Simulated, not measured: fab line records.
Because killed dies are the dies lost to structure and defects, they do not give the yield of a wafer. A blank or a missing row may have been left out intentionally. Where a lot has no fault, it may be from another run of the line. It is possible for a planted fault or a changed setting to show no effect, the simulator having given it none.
fab line records | flow n5_finfet | part 2 of 2: steps 5 to 6 of 6
[record] lots = 23 | wafers = 69 | last_day = 19
route steps=1938 shown HKMG_FIN@419 GATE_CUT@465 MOL_CONTACT_COAG@539
lots that met no fault: from a run of the same line without faults
start_h: hours from the record's opening day to when the first of the lot's shown wafers began | wait_h: hours elapsed since this lot's preceding step | " same as the row above | L1.1+2: a single row standing in for several wafers | - no value, or no start was given | * or withheld: withheld | < > ~ a bound
route shown NAME@n: names a module that has steps shown in the file, with the first one's number in the route | usual: mean and standard deviation over wafers with no fault | same: alike in all rows | chamber/n: place in a boat | sites: per-site readings | _std_site: the values' standard deviation | _edge_site: mean of outer sites minus mean of inner sites | radius_mm: how far each site lies from the wafer's centre | mask NAME#n: copy n | behind: tool/chamber where the wafer was last shaped | hold: what put the lot on hold/how long, in hours/how the hold closed | device: the n, p or np transistor that did not switch | end of line: tests of these same wafers at the route's end | a step with no rows: only its recipe | killed: not the wafer's yield, but the dies lost to structure and defects at the first sort | map: the dies of a wafer, with x for killed, . for not killed, _ for no die there
set.NAME: setting as actually run; set.NAME@STEP: the setting as run at that earlier step | model.NAME: the simulator's own value behind a step, which no gauge read
route steps across a sampled set of lots; one table per step, one row per wafer
services: from which hour (start_h, from the record's first day; less than 0 if before it) a tool's chamber was out of use, for how many hours, and why
[[steps]]
[step N5_MOL_CONTACT_COAG_STRIP_98]
[recipe] chemistry = N2/H2 | power_w = 500 | temp_c = 40 | pressure_mtorr = 50 | rf_frequency_hz = 6e+07 | overash_fraction = 0.3 | bias_power_w = 8 | h2_frac = 0.5 | n2_flow_sccm = 300 | h2_flow_sccm = 300
[usual] drypump_motor_current_A = 5.9/0.38 | oes_product_au = 0.78/0.078 | rf_vpp_V = 54.3/1.3 | showerhead_plenum_p_Torr = 3.40/0.16 | throttle_valve_pct = 18.92/0.25
lot.wafer | tool        | chamber | start_h | wait_h | drypump_motor_current_A | oes_product_au | rf_hours_counter_h | rf_vpp_V | showerhead_plenum_p_Torr | throttle_valve_pct
L074.1    | rie_diel-05 | 2       | 91.80   | 0.0    | 5.8                     | 0.67           | 244                | 54.1     | 3.18                     | 19.02
L074.2    | "           | 3       | "       | "      | 6.3                     | 0.73           | 207                | 55.7     | 3.47                     | 19.28
L074.3    | "           | 0       | "       | "      | 5.5                     | 0.78           | 133                | 53.9     | 3.50                     | 18.59
L075.1    | rie_diel-05 | 1       | 100.26  | 0.0    | 5.4                     | 0.79           | 110                | 54.6     | 3.12                     | 19.10
L075.4    | "           | 0       | "       | "      | 5.5                     | 0.78           | 136                | 54.7     | 3.50                     | 18.60
L075.5    | "           | 1       | "       | "      | 5.4                     | 0.79           | -                  | 53.7     | 3.12                     | 19.08
L076.1    | rie_diel-04 | 2       | 105.24  | 0.0    | 6.1                     | 0.92           | 30                 | 55.0     | 3.29                     | 19.03
L076.5    | "           | 1       | "       | "      | 6.1                     | 0.75           | -                  | 50.8     | 3.20                     | 18.70
L076.6    | "           | 0       | "       | "      | 6.4                     | 0.95           | -                  | 55.0     | 3.56                     | 18.80
L077.2    | rie_diel-05 | 1       | 108.23  | 0.0    | 5.4                     | 0.79           | 114                | 54.5     | 3.12                     | 19.05
L077.3    | "           | 0       | "       | "      | 5.5                     | 0.78           | 139                | 54.7     | 3.50                     | 18.61
L077.6    | "           | 0       | "       | "      | 5.5                     | 0.78           | -                  | 55.2     | 3.50                     | 18.61
L079.3    | rie_diel-02 | 1       | 119.89  | 0.0    | 5.5                     | 0.84           | 62                 | 54.4     | 3.54                     | 18.66
L079.4    | "           | 1       | "       | "      | 5.5                     | 0.84           | -                  | 56.4     | 3.54                     | 18.67
L079.6    | "           | 3       | "       | "      | 5.9                     | 0.75           | -                  | 52.4     | 3.49                     | 18.98
L080.1    | rie_diel-02 | 0       | 123.21  | 0.0    | 5.3                     | 0.89           | 19                 | 52.7     | 3.57                     | 18.62
L080.2    | "           | 1       | "       | "      | 5.4                     | 0.85           | 63                 | 54.5     | 3.54                     | 18.69
L080.6    | "           | 0       | "       | "      | 5.3                     | 0.89           | -                  | 54.8     | 3.57                     | 18.62
L081.1    | rie_diel-05 | 0       | 135.03  | 0.0    | 5.5                     | 0.77           | 149                | 56.3     | 3.49                     | 18.61
L081.3    | "           | 3       | "       | "      | 6.4                     | 0.70           | 223                | 54.9     | 3.46                     | 19.33
L081.6    | "           | 1       | "       | "      | 5.4                     | 0.77           | -                  | 53.9     | 3.11                     | 19.07
L082.1    | rie_diel-05 | 1       | 137.92  | 0.0    | 5.4                     | 0.77           | 125                | 54.1     | 3.11                     | 19.10
L082.2    | "           | 0       | "       | "      | 5.5                     | 0.76           | 151                | 55.3     | 3.49                     | 18.63
L082.6    | "           | 3       | "       | "      | 6.3                     | 0.71           | -                  | 54.3     | 3.46                     | 19.33
L083.1    | rie_diel-04 | 0       | 146.38  | 0.0    | 6.3                     | 0.91           | 33                 | 53.9     | 3.55                     | 18.82
L083.3    | "           | 1       | "       | "      | 6.1                     | 0.73           | 199                | 54.3     | 3.19                     | 18.74
L083.5    | "           | 0       | "       | "      | 6.3                     | 0.91           | -                  | 52.2     | 3.55                     | 18.83
L084.1    | rie_diel-04 | 2       | 150.52  | 0.0    | 6.1                     | 0.87           | 46                 | 52.9     | 3.28                     | 19.05
L084.2    | "           | 0       | "       | "      | 6.4                     | 0.90           | 34                 | 54.6     | 3.55                     | 18.79
L084.5    | "           | 2       | "       | "      | 6.1                     | 0.87           | -                  | 54.6     | 3.28                     | 19.04
L085.1    | rie_diel-04 | 0       | 162.26  | 0.0    | 6.4                     | 0.90           | 38                 | 57.5     | 3.55                     | 18.83
L085.2    | "           | 3       | "       | "      | 6.0                     | 0.74           | 194                | 54.7     | 3.33                     | 18.93
L085.6    | "           | 0       | "       | "      | 6.4                     | 0.92           | -                  | 52.5     | 3.55                     | 18.83
L086.1    | rie_diel-02 | 2       | 164.24  | 0.0    | 6.4                     | 0.67           | 240                | 53.9     | 3.32                     | 19.37
L086.4    | "           | 0       | "       | "      | 5.3                     | 0.86           | 33                 | 54.8     | 3.56                     | 18.67
L086.5    | "           | 3       | "       | "      | 5.9                     | 0.73           | -                  | 56.2     | 3.48                     | 19.03
L087.1    | rie_diel-04 | 0       | 170.92  | 0.0    | 6.4                     | 0.89           | 41                 | 53.0     | 3.55                     | 18.83
L087.5    | "           | 2       | "       | "      | 6.1                     | 0.87           | -                  | 53.5     | 3.28                     | 19.06
L087.6    | "           | 3       | "       | "      | 6.0                     | 0.75           | -                  | 53.0     | 3.33                     | 18.91
L088.1    | rie_diel-05 | 0       | 172.65  | 0.0    | 5.5                     | 0.74           | 162                | 51.7     | 3.49                     | 18.67
L088.2    | "           | 3       | "       | "      | 6.4                     | 0.70           | 236                | 53.3     | 3.45                     | 19.35
L088.5    | "           | 3       | "       | "      | 6.3                     | 0.69           | -                  | 55.2     | 3.45                     | 19.34
L089.1    | rie_diel-02 | 3       | 179.16  | 0.0    | 5.9                     | 0.72           | 186                | 54.1     | 3.48                     | 19.01
L089.2    | "           | 2       | "       | "      | 6.4                     | 0.66           | 245                | 51.6     | 3.31                     | 19.39
L089.5    | "           | 3       | "       | "      | 5.9                     | 0.72           | -                  | 55.0     | 3.48                     | 19.04
L090.1    | rie_diel-04 | 0       | 181.98  | 0.0    | 6.4                     | 0.89           | 45                 | 54.8     | 3.55                     | 18.83
L090.4    | "           | 2       | "       | "      | 6.1                     | 0.88           | 57                 | 53.8     | 3.27                     | 19.04
L090.5    | "           | 2       | "       | "      | 6.1                     | 0.87           | -                  | 54.4     | 3.27                     | 19.06
L091.3    | rie_diel-02 | 2       | 190.45  | 0.0    | 6.4                     | 0.65           | 249                | 54.1     | 3.31                     | 19.37
L091.4    | "           | 0       | "       | "      | 5.3                     | 0.86           | 41                 | 55.5     | 3.56                     | 18.70
L091.5    | "           | 2       | "       | "      | 6.4                     | 0.67           | -                  | 55.3     | 3.31                     | 19.38
L092.1    | rie_diel-05 | 1       | 193.86  | 0.0    | 5.4                     | 0.76           | 141                | 53.7     | 3.10                     | 19.11
L092.3    | "           | 2       | "       | "      | 5.8                     | 0.91           | 16                 | 53.5     | 3.58                     | 18.65
L092.5    | "           | 0       | "       | "      | 5.6                     | 0.75           | -                  | 53.5     | 3.48                     | 18.63
L093.3    | rie_diel-05 | 1       | 201.23  | 0.0    | 5.4                     | 0.75           | 144                | 53.7     | 3.10                     | 19.12
L093.5    | "           | 1       | "       | "      | 5.5                     | 0.76           | -                  | 53.3     | 3.10                     | 19.11
L093.6    | "           | 2       | "       | "      | 5.8                     | 0.91           | -                  | 55.1     | 3.57                     | 18.65
L094.1    | rie_diel-02 | 3       | 208.22  | 0.0    | 5.9                     | 0.71           | 197                | 56.4     | 3.47                     | 19.02
L094.2    | "           | 0       | "       | "      | 5.3                     | 0.84           | 48                 | 53.3     | 3.55                     | 18.66
L094.4    | "           | 1       | "       | "      | 5.5                     | 0.80           | -                  | 53.5     | 3.52                     | 18.67
L095.2    | rie_diel-05 | 0       | 214.24  | 0.0    | 5.6                     | 0.75           | 175                | 56.3     | 3.48                     | 18.66
L095.5    | "           | 0       | "       | "      | 5.5                     | 0.75           | -                  | 55.1     | 3.48                     | 18.67
L095.6    | "           | 3       | "       | "      | 6.3                     | 0.69           | -                  | 54.5     | 3.45                     | 19.38
L096.1    | rie_diel-02 | 2       | 217.03  | 0.0    | 6.4                     | 1.01           | 0                  | 53.9     | 3.31                     | 18.97
L096.2    | "           | 3       | "       | "      | 5.9                     | 0.71           | 202                | 55.8     | 3.47                     | 19.07
L096.3    | "           | 1       | "       | "      | 5.5                     | 0.80           | 97                 | 54.2     | 3.52                     | 18.72
L097.2    | rie_diel-05 | 1       | 224.67  | 0.0    | 5.4                     | 0.74           | 151                | 53.5     | 3.10                     | 19.11
L097.4    | "           | 2       | "       | "      | 5.8                     | 0.89           | 26                 | 55.0     | 3.57                     | 18.64
L097.6    | "           | 1       | "       | "      | 5.4                     | 0.74           | -                  | 52.5     | 3.10                     | 19.12
[step N5_MOL_CONTACT_COAG_ETCHBACK_132]
[recipe] chemistry = CHF3 | target = SiO2 | target_depth_a = 100 | time_s = 6.7 | ion_energy_ev = 200 | pressure_mtorr = 30 | source_w = 610 | bias_w = 170 | Ar_flow_sccm = 200 | CHF3_flow_sccm = 50
[usual] drypump_motor_current_A = 5.9/0.36 | oes_product_au = 0.79/0.08 | rf_vpp_V = 526/3.9 | showerhead_plenum_p_Torr = 2.41/0.11 | throttle_valve_pct = 18.64/0.17
lot.wafer | tool        | chamber | start_h | wait_h | drypump_motor_current_A | oes_product_au | rf_hours_counter_h | rf_vpp_V | showerhead_plenum_p_Torr | throttle_valve_pct
L074.1    | rie_diel-05 | 1       | 103.02  | 0.2    | 5.4                     | 0.78           | 111                | 525      | 2.21                     | 18.80
L074.2    | "           | 2       | "       | "      | 5.8                     | 0.68           | 247                | 521      | 2.26                     | 18.99
L074.3    | "           | 0       | "       | "      | 5.5                     | 0.78           | 137                | 531      | 2.47                     | 18.47
L075.1    | rie_diel-02 | 1       | 108.94  | 0.1    | 5.5                     | 0.84           | 57                 | 530      | 2.52                     | 18.67
L075.4    | "           | 2       | "       | "      | 6.4                     | 0.68           | 224                | 531      | 2.34                     | 18.84
L075.5    | "           | 1       | "       | "      | 5.5                     | 0.84           | -                  | 532      | 2.52                     | 18.65
L076.1    | rie_diel-04 | 0       | 114.91  | 0.1    | 6.4                     | 0.92           | 21                 | 523      | 2.53                     | 18.40
L076.5    | "           | 1       | "       | "      | 6.1                     | 0.74           | -                  | 517      | 2.27                     | 18.55
L076.6    | "           | 2       | "       | "      | 6.1                     | 0.90           | -                  | 524      | 2.33                     | 18.81
L077.2    | rie_diel-04 | 2       | 118.59  | 0.1    | 6.1                     | 0.89           | 35                 | 524      | 2.33                     | 18.83
L077.3    | "           | 0       | "       | "      | 6.4                     | 0.92           | 22                 | 524      | 2.53                     | 18.40
L077.6    | "           | 0       | "       | "      | 6.4                     | 0.93           | -                  | 524      | 2.53                     | 18.40
L079.3    | rie_diel-02 | 2       | 130.50  | 0.2    | 6.4                     | 0.68           | 229                | 531      | 2.34                     | 18.84
L079.4    | "           | 3       | "       | "      | 5.9                     | 0.74           | 171                | 524      | 2.46                     | 18.50
L079.6    | "           | 2       | "       | "      | 6.4                     | 0.68           | -                  | 531      | 2.34                     | 18.85
L080.1    | rie_diel-04 | 2       | 134.15  | 0.2    | 6.1                     | 0.89           | 41                 | 524      | 2.33                     | 18.81
L080.2    | "           | 0       | "       | "      | 6.4                     | 0.92           | 28                 | 523      | 2.53                     | 18.41
L080.6    | "           | 3       | "       | "      | 6.0                     | 0.75           | -                  | 527      | 2.36                     | 18.58
L081.1    | rie_diel-05 | 2       | 149.22  | 0.1    | 5.8                     | 0.96           | 3                  | 530      | 2.54                     | 18.57
L081.3    | "           | 3       | "       | "      | 6.3                     | 0.70           | 229                | 524      | 2.45                     | 18.90
L081.6    | "           | 0       | "       | "      | 5.5                     | 0.76           | -                  | 530      | 2.47                     | 18.50
L082.1    | rie_diel-04 | 1       | 149.37  | 0.1    | 6.1                     | 0.73           | 200                | 518      | 2.26                     | 18.58
L082.2    | "           | 0       | "       | "      | 6.3                     | 0.90           | 34                 | 525      | 2.52                     | 18.41
L082.6    | "           | 0       | "       | "      | 6.4                     | 0.91           | -                  | 523      | 2.52                     | 18.42
L083.1    | rie_diel-05 | 2       | 156.84  | 0.1    | 5.8                     | 0.95           | 6                  | 532      | 2.54                     | 18.60
L083.3    | "           | 3       | "       | "      | 6.3                     | 0.71           | 231                | 522      | 2.44                     | 18.90
L083.5    | "           | 3       | "       | "      | 6.3                     | 0.70           | -                  | 524      | 2.44                     | 18.91
L084.1    | rie_diel-05 | 2       | 160.52  | 0.1    | 5.8                     | 0.94           | 6                  | 531      | 2.54                     | 18.60
L084.2    | "           | 0       | "       | "      | 5.5                     | 0.76           | 158                | 529      | 2.46                     | 18.50
L084.5    | "           | 0       | "       | "      | 5.5                     | 0.76           | -                  | 529      | 2.46                     | 18.50
L086.1    | rie_diel-05 | 0       | 173.40  | 0.2    | 5.5                     | 0.76           | 162                | 530      | 2.46                     | 18.51
L086.4    | "           | 3       | "       | "      | 6.3                     | 0.71           | 236                | 520      | 2.44                     | 18.92
L086.5    | "           | 0       | "       | "      | 5.5                     | 0.76           | -                  | 530      | 2.46                     | 18.52
L085.1    | rie_diel-05 | 0       | 173.88  | 0.1    | 5.6                     | 0.75           | 162                | 530      | 2.46                     | 18.51
L085.2    | "           | 1       | "       | "      | 5.4                     | 0.76           | 136                | 524      | 2.20                     | 18.87
L085.6    | "           | 0       | "       | "      | 5.6                     | 0.75           | -                  | 530      | 2.46                     | 18.52
L087.1    | rie_diel-02 | 0       | 182.10  | 0.1    | 5.3                     | 0.85           | 38                 | 523      | 2.52                     | 18.42
L087.5    | "           | 0       | "       | "      | 5.3                     | 0.85           | -                  | 524      | 2.52                     | 18.43
L087.6    | "           | 1       | "       | "      | 5.5                     | 0.82           | -                  | 530      | 2.51                     | 18.68
L088.1    | rie_diel-05 | 0       | 183.05  | 0.1    | 5.5                     | 0.75           | 166                | 530      | 2.46                     | 18.51
L088.2    | "           | 2       | "       | "      | 5.8                     | 0.91           | 14                 | 531      | 2.54                     | 18.59
L088.5    | "           | 0       | "       | "      | 5.6                     | 0.74           | -                  | 530      | 2.46                     | 18.51
L089.1    | rie_diel-02 | 0       | 191.35  | 0.1    | 5.3                     | 0.85           | 41                 | 524      | 2.52                     | 18.45
L089.2    | "           | 3       | "       | "      | 5.9                     | 0.73           | 190                | 526      | 2.45                     | 18.51
L089.5    | "           | 3       | "       | "      | 5.9                     | 0.73           | -                  | 525      | 2.45                     | 18.50
L090.1    | rie_diel-04 | 2       | 194.13  | 0.1    | 6.1                     | 0.86           | 62                 | 526      | 2.32                     | 18.86
L090.4    | "           | 0       | "       | "      | 6.4                     | 0.88           | 49                 | 522      | 2.52                     | 18.45
L090.5    | "           | 3       | "       | "      | 6.0                     | 0.73           | -                  | 529      | 2.35                     | 18.61
L091.3    | rie_diel-04 | 1       | 199.11  | 0.1    | 6.1                     | 0.72           | 219                | 517      | 2.26                     | 18.61
L091.4    | "           | 2       | "       | "      | 6.0                     | 0.85           | 64                 | 524      | 2.32                     | 18.86
L091.5    | "           | 2       | "       | "      | 6.1                     | 0.84           | -                  | 524      | 2.32                     | 18.87
L092.1    | rie_diel-02 | 1       | 204.92  | 0.3    | 5.5                     | 0.79           | 91                 | 531      | 2.51                     | 18.71
L092.3    | "           | 0       | "       | "      | 5.3                     | 0.85           | 47                 | 524      | 2.51                     | 18.44
L092.5    | "           | 1       | "       | "      | 5.5                     | 0.80           | -                  | 530      | 2.51                     | 18.70
L093.3    | rie_diel-02 | 1       | 212.86  | 0.1    | 5.5                     | 0.81           | 95                 | 530      | 2.51                     | 18.71
L093.5    | "           | 0       | "       | "      | 5.3                     | 0.84           | -                  | 524      | 2.51                     | 18.46
L093.6    | "           | 3       | "       | "      | 5.9                     | 0.72           | -                  | 525      | 2.45                     | 18.53
L094.1    | rie_diel-04 | 3       | 218.52  | 0.1    | 6.0                     | 0.73           | 214                | 528      | 2.35                     | 18.63
L094.2    | "           | 1       | "       | "      | 6.1                     | 0.70           | 227                | 518      | 2.25                     | 18.62
L094.4    | "           | 2       | "       | "      | 6.2                     | 0.84           | 73                 | 524      | 2.31                     | 18.88
L095.2    | rie_diel-05 | 3       | 222.83  | 0.1    | 6.3                     | 0.69           | 251                | 524      | 2.44                     | 18.95
L095.5    | "           | 2       | "       | "      | 5.8                     | 0.90           | -                  | 532      | 2.53                     | 18.62
L095.6    | "           | 3       | "       | "      | 6.3                     | 0.70           | -                  | 523      | 2.44                     | 18.95
L096.1    | rie_diel-02 | 2       | 227.40  | 0.1    | 6.4                     | 0.99           | 3                  | 530      | 2.33                     | 18.47
L096.2    | "           | 0       | "       | "      | 5.3                     | 0.83           | 57                 | 523      | 2.51                     | 18.45
L096.3    | "           | 3       | "       | "      | 5.9                     | 0.72           | 206                | 525      | 2.45                     | 18.56
L097.2    | rie_diel-04 | 0       | 234.26  | 0.3    | 6.4                     | 0.86           | 64                 | 524      | 2.51                     | 18.46
L097.4    | "           | 1       | "       | "      | 6.1                     | 0.71           | 234                | 518      | 2.25                     | 18.63
L097.6    | "           | 0       | "       | "      | 6.4                     | 0.86           | -                  | 523      | 2.51                     | 18.48
[[services]]
tool         | chamber | start_h | hours | kind
rie_metal-02 | -       | 52.19   | 28.1  | pm
cmp-04       | -       | 52.95   | 4.0   | pm
rie_diel-05  | 2       | 60.80   | 8.2   | repair
cmp-03       | -       | 62.20   | 0.6   | repair
ald_metal-02 | 3       | 68.09   | 3.5   | repair
cmp-04       | -       | 72.88   | 3.9   | repair
cmp-04       | -       | 84.86   | 0.3   | repair
rie_diel-02  | -       | 85.35   | 0.4   | repair
cmp-04       | -       | 87.41   | 1.7   | repair
ald_metal-01 | 3       | 91.81   | 9.8   | repair
cmp-02       | -       | 94.18   | 2.6   | repair
rie_metal-01 | -       | 94.29   | 1.1   | repair
cmp-02       | -       | 99.98   | 5.3   | repair
ald_metal-01 | -       | 100.38  | 0.9   | repair
rie_diel-02  | 2       | 113.74  | 6.6   | repair
ald_metal-01 | -       | 131.81  | 8.7   | pm
cmp-04       | -       | 136.09  | 0.9   | repair
rie_metal-03 | 0       | 144.49  | 3.8   | repair
cmp-03       | -       | 156.16  | 4.0   | pm
rie_metal-03 | -       | 195.67  | 0.3   | repair
rie_metal-02 | 0       | 208.70  | 9.6   | repair
cmp-03       | -       | 209.79  | 0.4   | repair
ald_metal-01 | -       | 221.14  | 25.1  | repair
rie_diel-05  | 3       | 226.36  | 1.8   | repair
